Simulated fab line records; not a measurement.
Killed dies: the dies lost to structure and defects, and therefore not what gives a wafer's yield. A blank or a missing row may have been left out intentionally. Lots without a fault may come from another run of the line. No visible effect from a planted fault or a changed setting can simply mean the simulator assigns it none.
What tool caused it?	flow n5Finfet	14 lots with 40 wafers sampled at 3 steps, on a route of 1938 steps

== WHAT EACH GAUGE READ, for each wafer ==
N5_BEOL_M7_INSPECT_58: inspects for defects (darkfield).
lot	measured	on	rawDefectCount
L271	day 10 02:50	defectInspect-02	59 71 65
L270	day 10 03:00	defectInspect-02	47 66 56
L273	day 11 02:23	defectInspect-02	77 88
L277	day 12 07:14	defectInspect-01	66 63 34
L278	day 12 08:09	defectInspect-02	69 69 49
L282	day 13 20:02	defectInspect-01	57 126 79
L281	day 13 20:10	defectInspect-01	60 45
L287	day 14 22:02	defectInspect-02	77 121 114
L286	day 14 22:28	defectInspect-01	44 41 55
L288	day 15 07:46	defectInspect-01	54 51 43
L291	day 15 08:24	defectInspect-02	35 49 84
L290	day 15 09:28	defectInspect-02	59 64 89
L292	day 16 11:22	defectInspect-01	74 101 61
L293	day 17 02:24	defectInspect-02	72 59 40

N5_BEOL_M8_CD_MEAS_11 targets a cd of 38.5 nm.
lot	measured	on	cdNm (nm)
L271	day 10 03:58	cdSem-03	37.9 38.5 39.3
L270	day 10 04:13	cdSem-03	39.0 38.9 38.5
L273	day 11 03:54	cdSem-02	39.9 39.1
L277	day 12 10:23	cdSem-02	39.2 38.9 38.8
L278	day 12 11:31	cdSem-02	39.6 38.5 38.2
L282	day 14 01:48	cdSem-02	39.0 38.5 37.8
L281	day 14 01:58	cdSem-02	38.4 38.9
L287	day 15 00:37	cdSem-03	- - -
L286	day 15 00:28	cdSem-01	39.1 38.1 39.2
L288	day 15 10:16	cdSem-02	- - -
L291	day 15 10:25	cdSem-01	37.6 38.2 38.9
L290	day 15 11:17	cdSem-01	38.8 38.8 38.2
L292	day 16 13:13	cdSem-02	38.8 38.4 38.7
L293	day 17 06:58	cdSem-03	38.9 38.9 39.0

== WHAT TOOL EACH LOT RAN ON (gives the tool, then ch and the chambers of the sampled wafers, and finally the start) ==
lot	N5_BEOL_M8_DEVELOP_10
L271	lithoTrack-04 ch 0, day 10 03:55
L270	lithoTrack-02 ch 0, day 10 04:09
L273	lithoTrack-02 ch 0, day 11 03:50
L277	lithoTrack-04 ch 0, day 12 10:20
L278	lithoTrack-03 ch 0, day 12 11:27
L282	lithoTrack-02 ch 0, day 14 01:44
L281	lithoTrack-02 ch 0, day 14 01:54
L287	lithoTrack-04, day 15 00:34
L286	lithoTrack-04 ch 0, day 15 00:24
L288	lithoTrack-04, day 15 10:12
L291	lithoTrack-04 ch 0, day 15 10:22
L290	lithoTrack-03 ch 0, day 15 11:13
L292	lithoTrack-03 ch 0, day 16 13:09
L293	lithoTrack-03 ch 0, day 17 06:55
- N5_BEOL_M8_DEVELOP_10: develop time 30 s.

== WHAT THE TOOLS THEMSELVES READ (means of the sampled wafers that have a number; where no wafer has one, the mark that the record gives instead) ==
N5_BEOL_M8_DEVELOP_10.
lot	tool	chillPlateTempC (C)	developerTempC (C)
L271	lithoTrack-04	22.94	22.99
L270	lithoTrack-02	22.75	23.01
L273	lithoTrack-02	23.10	23.02
L277	lithoTrack-04	23.04	23.01
L278	lithoTrack-03	23.04	23.11
L282	lithoTrack-02	22.87	22.95
L281	lithoTrack-02	23.05	23.01
L287	lithoTrack-04	-	-
L286	lithoTrack-04	22.97	23.01
L288	lithoTrack-04	-	-
L291	lithoTrack-04	23.10	23.06
L290	lithoTrack-03	22.94	23.04
L292	lithoTrack-03	22.97	23.03
L293	lithoTrack-03	23.04	23.01

== THE ANSWER, worked out from the rows above alone ==
Rule: what is usual is taken from the lots themselves. Put in order of their means at a reading, lots are off if they are a third of the lots or fewer, leave a main group of 4 or more, and stand apart from it by a gap of 3 or more times the standard deviation of the main group's means; of several such gaps the widest counts. A main group whose means are all the same, to the digits that the tables above print for the reading, isn't used. Also off: a lot with no number at a reading for which 4 or more lots have one. All remaining lots with rows at the step are treated as sound. First the gauges in route order, then the tools' own readings, where a lot's mean is used as printed above. At the first step where some lot is off, the reading lying furthest off is the one used; lots without a number count as furthest.
Off at N5_BEOL_M8_CD_MEAS_11 (cdNm): L287, L288. Without a number there: L287, L288. Main group: mean 38.7 nm, sd 0.3.
A tool fits if, at a process step before that reading, it ran every lot that is off, and no sound lot after the first of them. The gauges at N5_BEOL_M8_CD_MEAS_11 aren't tried: what is off there is off at N5_BEOL_M8_DEVELOP_10 too, on other tools, and a gauge's error can't cause that. Not one of the candidates tried fits.

== WHAT THE SIMULATOR PUT IN ==
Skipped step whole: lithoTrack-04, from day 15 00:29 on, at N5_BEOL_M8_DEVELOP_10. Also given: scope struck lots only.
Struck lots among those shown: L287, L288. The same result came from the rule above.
